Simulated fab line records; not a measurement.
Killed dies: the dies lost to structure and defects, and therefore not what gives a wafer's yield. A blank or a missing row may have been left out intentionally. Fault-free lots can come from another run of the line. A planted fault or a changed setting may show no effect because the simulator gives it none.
8D (eight disciplines) problem report, filled in by code	flow n5_finfet	the parts of the form that need people (team, actions taken, sign-off) are left out

## 1. PROBLEM STATEMENT
Wafers without a fault read 120.2 nm, standard deviation 1.3; trench_depth_nm at N5_FIN_SAQP_OCD_MEAS_76 reads a mean of 0.2 nm on 6 wafers belonging to 2 lots. Relative to the usual mean, that is a shift of -92 standard deviations.
The first sign was on wafer L326.1 at day 4 20:15, on ocd-02. The record has a number at this step for 27 wafers belonging to 9 lots. By rule, "out" or "out of limits" means more than 4 standard deviations away from the usual mean. Any other wafer with a number is counted as sound.

## 2. WHAT IT IS; WHAT IT IS NOT
question	is	is not
which readings at this step	trench_depth_nm	-
which lots	L326, L327	L315, L318, L324, L328, L336, L337, L338
which wafers of those lots	all that have a number	-
read on which gauges	ocd-02	ocd-01
when	from day 4 20:15	up to then (9 sound wafers); but 12 sound wafers of L328, L336, L337, L338 came after

## 3. THE SUSPECTS, EACH WITH WHAT RULES IT OUT
Counting: a tool stays on the suspect list if, at a process step up to the reading, it processed all lots that are out and no sound lot following the first of them.
- the gauge at N5_FIN_SAQP_OCD_MEAS_76 has been ruled out. All the wafers that are out were read on ocd-02, but those of them that N5_PASSIVATION_PROBE_49 has rows for are out there too, on other tools.
- rie_si-06 at N5_FIN_SAQP_FIN_ETCH_36 (etches the open film in HBr/Cl2/O2, target depth 120 nm, time 50.4 s): ruled out as a lasting fault. Following L326 (day 4 20:02), the first lot on it that is out, the sound lots L337 were run on it.
Left after counting: nothing in the record.

## 4. THE CAUSE (what the simulator had put in)
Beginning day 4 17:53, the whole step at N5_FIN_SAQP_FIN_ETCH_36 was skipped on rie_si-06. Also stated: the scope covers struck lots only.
It was ruled out by counting, in error; the rule expects a fault to strike all lots run on its tool from its start on, and this fault did not.

## 5. THE EFFECT CHAIN, in route order
Rows list readings where the struck wafers' mean (over those with a number) sits beyond 3 standard deviations from the usual. Only readings whose record carries a usual standard deviation are examined. hours: median over the lots of the time between each lot's start at the first step of this table that gives one and its start at this step. sigmas: the change, counted in usual standard deviations.
hours	step	reading	usual	on struck wafers	change	sigmas
0	N5_FIN_SAQP_OCD_MEAS_76	trench_depth_nm	120.2 nm	0.2	-120.0	-92
294	N5_PASSIVATION_PROBE_49	killed_at_front_end	41	1111	+1070	+99 or more
294	N5_PASSIVATION_PROBE_49	killed_dies	107	1180	+1073	+67
294	N5_PASSIVATION_PROBE_49	killed_on_rim	14	152	+138	+34
Its process steps:
- N5_PASSIVATION_PROBE_49
Readings that are blank on the struck wafers while sound wafers have them: HBr_flow_sccm at N5_FIN_SAQP_FIN_ETCH_36; O2_flow_sccm at N5_FIN_SAQP_FIN_ETCH_36; drypump_motor_current_A at N5_FIN_SAQP_FIN_ETCH_36; oes_product_au at N5_FIN_SAQP_FIN_ETCH_36; rf_fwd_power_W at N5_FIN_SAQP_FIN_ETCH_36; throttle_valve_pct at N5_FIN_SAQP_FIN_ETCH_36.

## 6. HOW IT WOULD HAVE BEEN CAUGHT EARLIER
In this record the first reading out of limits at a measuring or inspecting step was taken at day 4 20:15, 2 hours after the fault began at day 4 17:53.
At N5_FIN_SAQP_FIN_ETCH_36 the tool's readings are blank on the struck wafers, where sound wafers have them: an empty tool record is the first sign, and it was there at once.
